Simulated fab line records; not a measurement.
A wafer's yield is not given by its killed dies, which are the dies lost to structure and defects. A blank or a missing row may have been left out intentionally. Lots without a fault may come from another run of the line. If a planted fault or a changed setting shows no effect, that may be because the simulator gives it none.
Matching of chambers || flow n5_finfet || N5_BEOL_M0_SAQP_ALD_48 on ald_sin-04: 4 sister chambers
The step deposits SiO2, target thk 20 nm, pulse time 1 s, co reactant pulse time 1 s. 24 wafers are shown with their chamber, then 12 later ones without.

WAFERS WITH THEIR CHAMBER
{"wafer": "L075.2", "chamber": 1, "heater_power_w (W)": 82, "heater_power_outer_w (W)": 38, "precursor_pulse_height_rel": 1.014}
{"wafer": "L075.5", "chamber": 0, "heater_power_w (W)": 73, "heater_power_outer_w (W)": 36, "precursor_pulse_height_rel": 0.988}
{"wafer": "L075.6", "chamber": 1, "heater_power_w (W)": 83, "heater_power_outer_w (W)": 38, "precursor_pulse_height_rel": 0.992}
{"wafer": "L079.1", "chamber": 3, "heater_power_w (W)": 79, "heater_power_outer_w (W)": 41, "precursor_pulse_height_rel": 0.992}
{"wafer": "L079.2", "chamber": 2, "heater_power_w (W)": 72, "heater_power_outer_w (W)": 37, "precursor_pulse_height_rel": 1.052}
{"wafer": "L079.4", "chamber": 0, "heater_power_w (W)": 72, "heater_power_outer_w (W)": 35, "precursor_pulse_height_rel": 1.012}
{"wafer": "L084.3", "chamber": 3, "heater_power_w (W)": 82, "heater_power_outer_w (W)": 42, "precursor_pulse_height_rel": 1.025}
{"wafer": "L084.4", "chamber": 2, "heater_power_w (W)": 71, "heater_power_outer_w (W)": 36, "precursor_pulse_height_rel": 0.985}
{"wafer": "L084.5", "chamber": 1, "heater_power_w (W)": 79, "heater_power_outer_w (W)": 38, "precursor_pulse_height_rel": 0.969}
{"wafer": "L085.1", "chamber": 3, "heater_power_w (W)": 80, "heater_power_outer_w (W)": 40, "precursor_pulse_height_rel": 0.994}
{"wafer": "L085.4", "chamber": 2, "heater_power_w (W)": 72, "heater_power_outer_w (W)": 37, "precursor_pulse_height_rel": 1.003}
{"wafer": "L085.5", "chamber": 2, "heater_power_w (W)": 70, "heater_power_outer_w (W)": 36, "precursor_pulse_height_rel": 0.978}
{"wafer": "L087.3", "chamber": 1, "heater_power_w (W)": 79, "heater_power_outer_w (W)": 40, "precursor_pulse_height_rel": 1.002}
{"wafer": "L087.4", "chamber": 1, "heater_power_w (W)": 80, "heater_power_outer_w (W)": 38, "precursor_pulse_height_rel": 0.966}
{"wafer": "L087.6", "chamber": 2, "heater_power_w (W)": 71, "heater_power_outer_w (W)": 36, "precursor_pulse_height_rel": 1.006}
{"wafer": "L088.2", "chamber": 2, "heater_power_w (W)": 72, "heater_power_outer_w (W)": 37, "precursor_pulse_height_rel": 1.018}
{"wafer": "L088.3", "chamber": 1, "heater_power_w (W)": 81, "heater_power_outer_w (W)": 39, "precursor_pulse_height_rel": 1.034}
{"wafer": "L088.5", "chamber": 2, "heater_power_w (W)": 70, "heater_power_outer_w (W)": 38, "precursor_pulse_height_rel": 0.981}
{"wafer": "L090.3", "chamber": 3, "heater_power_w (W)": 80, "heater_power_outer_w (W)": 42, "precursor_pulse_height_rel": 1.036}
{"wafer": "L090.4", "chamber": 0, "heater_power_w (W)": 71, "heater_power_outer_w (W)": 36, "precursor_pulse_height_rel": 0.960}
{"wafer": "L090.6", "chamber": 1, "heater_power_w (W)": 79, "heater_power_outer_w (W)": 38, "precursor_pulse_height_rel": 1.029}
{"wafer": "L092.2", "chamber": 3, "heater_power_w (W)": 78, "heater_power_outer_w (W)": 41, "precursor_pulse_height_rel": 1.020}
{"wafer": "L092.4", "chamber": 1, "heater_power_w (W)": 81, "heater_power_outer_w (W)": 40, "precursor_pulse_height_rel": 0.979}
{"wafer": "L092.6", "chamber": 2, "heater_power_w (W)": 69, "heater_power_outer_w (W)": 36, "precursor_pulse_height_rel": 1.001}

SIGNATURES (means of the wafers above)
{"reading": "heater_power_w", "chamber 0": 72.00, "chamber 1": 80.50, "chamber 2": 70.88, "chamber 3": 79.80, "scatter within a chamber": 1.34}
{"reading": "heater_power_outer_w", "chamber 0": 35.67, "chamber 1": 38.62, "chamber 2": 36.62, "chamber 3": 41.20, "scatter within a chamber": 0.813}
{"reading": "precursor_pulse_height_rel", "chamber 0": 0.98667, "chamber 1": 0.99812, "chamber 2": 1.00300, "chamber 3": 1.01340, "scatter within a chamber": 0.0242}
Rule: for a wafer and a chamber, the distance is found by dividing, reading by reading, the gap between the wafer's reading and the chamber's mean by the reading's scatter, squaring, summing and taking the root. The wafer belongs to the nearest chamber; if the next one is less than 2 further off, it can't be placed. The scatter is the square root of a quotient: the sum, over the shown wafers, of each reading's squared deviation from its chamber's mean, divided by wafers minus chambers.

WAFERS WITH NO CHAMBER GIVEN
{"wafer": "L093.2", "heater_power_w (W)": 80, "heater_power_outer_w (W)": 41, "precursor_pulse_height_rel": 0.998}
{"wafer": "L093.5", "heater_power_w (W)": 79, "heater_power_outer_w (W)": 41, "precursor_pulse_height_rel": 0.979}
{"wafer": "L093.6", "heater_power_w (W)": 72, "heater_power_outer_w (W)": 35, "precursor_pulse_height_rel": 1.023}
{"wafer": "L094.1", "heater_power_w (W)": 79, "heater_power_outer_w (W)": 41, "precursor_pulse_height_rel": 1.020}
{"wafer": "L094.4", "heater_power_w (W)": 82, "heater_power_outer_w (W)": 38, "precursor_pulse_height_rel": 0.991}
{"wafer": "L094.6", "heater_power_w (W)": 82, "heater_power_outer_w (W)": 39, "precursor_pulse_height_rel": 0.987}
{"wafer": "L095.1", "heater_power_w (W)": 81, "heater_power_outer_w (W)": 41, "precursor_pulse_height_rel": 1.017}
{"wafer": "L095.3", "heater_power_w (W)": 71, "heater_power_outer_w (W)": 36, "precursor_pulse_height_rel": 1.015}
{"wafer": "L095.4", "heater_power_w (W)": 70, "heater_power_outer_w (W)": 37, "precursor_pulse_height_rel": 0.980}
{"wafer": "L096.2", "heater_power_w (W)": 81, "heater_power_outer_w (W)": 41, "precursor_pulse_height_rel": 1.013}
{"wafer": "L096.3", "heater_power_w (W)": 79, "heater_power_outer_w (W)": 38, "precursor_pulse_height_rel": 0.973}
{"wafer": "L096.4", "heater_power_w (W)": 70, "heater_power_outer_w (W)": 36, "precursor_pulse_height_rel": 1.050}

WHICH CHAMBER EACH WENT THROUGH
{"wafer": "L093.2", "from the rows above": 3, "in truth": 3}
{"wafer": "L093.5", "from the rows above": "can't be placed: 3 or 1", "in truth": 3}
{"wafer": "L093.6", "from the rows above": "can't be placed: 0 or 2", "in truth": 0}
{"wafer": "L094.1", "from the rows above": 3, "in truth": 3}
{"wafer": "L094.4", "from the rows above": 1, "in truth": 1}
{"wafer": "L094.6", "from the rows above": 1, "in truth": 1}
{"wafer": "L095.1", "from the rows above": 3, "in truth": 3}
{"wafer": "L095.3", "from the rows above": "can't be placed: 2 or 0", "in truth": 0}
{"wafer": "L095.4", "from the rows above": "can't be placed: 2 or 0", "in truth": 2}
{"wafer": "L096.2", "from the rows above": 3, "in truth": 3}
{"wafer": "L096.3", "from the rows above": 1, "in truth": 1}
{"wafer": "L096.4", "from the rows above": "can't be placed: 2 or 0", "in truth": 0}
Correct placement for 7 of the 12. From these rows, 5 cannot be placed; in 5 the true chamber is one of the candidates. Wrongly placed: 0.
